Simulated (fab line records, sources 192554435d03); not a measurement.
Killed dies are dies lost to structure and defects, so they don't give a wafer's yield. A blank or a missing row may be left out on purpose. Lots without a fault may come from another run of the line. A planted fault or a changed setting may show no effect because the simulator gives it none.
Which tool did it? | flow n5_finfet | 11 lots, 33 wafers sampled, at 1 step of a route of 1938

WHAT THE GAUGES READ, wafer by wafer
N5_BEOL_M14_CD_MEAS_17: target cd 250 nm. Usual: cd_nm 251.2 nm, standard deviation 1.5.
lot  | measured     | on        | cd_nm (nm)        | flag
L245 | day 10 23:55 | cd_sem-01 | 250.5 250.6 251.2 |
L247 | day 11 01:18 | cd_sem-02 | 250.1 251.0 250.8 |
L251 | day 12 02:04 | cd_sem-03 | 251.9 249.6 253.3 |
L250 | day 12 02:07 | cd_sem-02 | 249.3 249.7 249.1 |
L252 | day 12 09:03 | cd_sem-01 | 249.5 250.2 251.8 |
L256 | day 13 16:07 | cd_sem-03 | 249.8 250.0 248.2 |
L255 | day 13 18:55 | cd_sem-02 | 252.3 252.0 251.9 |
L258 | day 13 21:26 | cd_sem-03 | 252.7 249.3 254.0 |
L259 | day 14 12:57 | cd_sem-03 | 252.1 252.8 254.5 |
L268 | day 17 09:44 | cd_sem-03 | 252.0 250.3 248.4 |
L267 | day 17 11:32 | cd_sem-01 | 251.0 251.1 250.7 |

WHICH TOOL RAN EACH LOT (tool, then ch and the chambers of the sampled wafers, then the start)
The record holds no process step before these readings.

WHAT THE TOOLS THEMSELVES READ (means of the sampled wafers that have a number; where no wafer has one, the mark that the record gives instead)
The record holds no such reading with a usual standard deviation.

THE ANSWER, worked out from the rows above alone
Rule: a lot is off if the mean of its wafers that have a number lies more than 3 standard deviations from the usual mean. A lot without any number at a reading at which 4 lots or more have one is off too. The other lots that the step has rows for count as sound. The gauges are gone through in route order, then the tools' own readings, and for those a lot's mean is taken as printed above. The first step at which some lot is off is used, and at that step the reading that is off furthest; a lot without a number counts as furthest.
No lot is off at any reading shown: from this, nothing can be told.

WHAT THE SIMULATOR HAD PUT IN
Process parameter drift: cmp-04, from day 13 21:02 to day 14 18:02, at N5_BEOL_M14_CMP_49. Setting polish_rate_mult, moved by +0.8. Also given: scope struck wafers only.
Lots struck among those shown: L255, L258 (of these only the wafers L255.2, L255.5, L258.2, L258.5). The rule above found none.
